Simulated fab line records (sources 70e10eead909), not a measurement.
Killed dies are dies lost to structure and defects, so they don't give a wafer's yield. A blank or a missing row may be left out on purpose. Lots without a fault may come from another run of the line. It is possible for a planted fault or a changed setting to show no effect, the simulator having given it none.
Which of the tools did it? ; flow nand-harc ; 6 lots (18 wafers sampled), 1 step of a 1159-step route

WHAT EACH GAUGE READ, for each wafer
NHARC_P_M0_CD_MEAS_16.
lot;measured;on;cd-nm (nm)
L650;day 7 04:48;cd-sem-03;89.6 91.0 89.9
L654;day 7 22:07;cd-sem-02;89.6 87.2 89.8
L653;day 8 00:34;cd-sem-02;88.9 90.3 91.2
L660;day 10 00:30;cd-sem-02;89.3 90.5 89.1
L666;day 11 04:00;cd-sem-02;90.9 89.6 90.9
L667;day 11 06:14;cd-sem-02;89.0 87.6 91.4

WHICH TOOL RAN EACH LOT (tool, then ch and the chambers of the sampled wafers, then the start)
There is no process step in the record ahead of these readings.

THE ANSWER, worked out from the rows above alone
Rule: what is usual is taken from the lots themselves. Put in order of their means at a reading, lots are off if they are a third of the lots or fewer, leave a main group of 4 or more, and stand apart from it by a gap of 3 or more times the standard deviation of the main group's means; of several such gaps the widest counts. A main group is skipped when, at the precision printed for the reading in the tables above, its means are all equal. A lot without any number at a reading at which 4 lots or more have one is off too. The other lots that the step has rows for count as sound.
No lot is off at any reading shown: from this, nothing can be told.

WHAT THE SIMULATOR HAD PUT IN
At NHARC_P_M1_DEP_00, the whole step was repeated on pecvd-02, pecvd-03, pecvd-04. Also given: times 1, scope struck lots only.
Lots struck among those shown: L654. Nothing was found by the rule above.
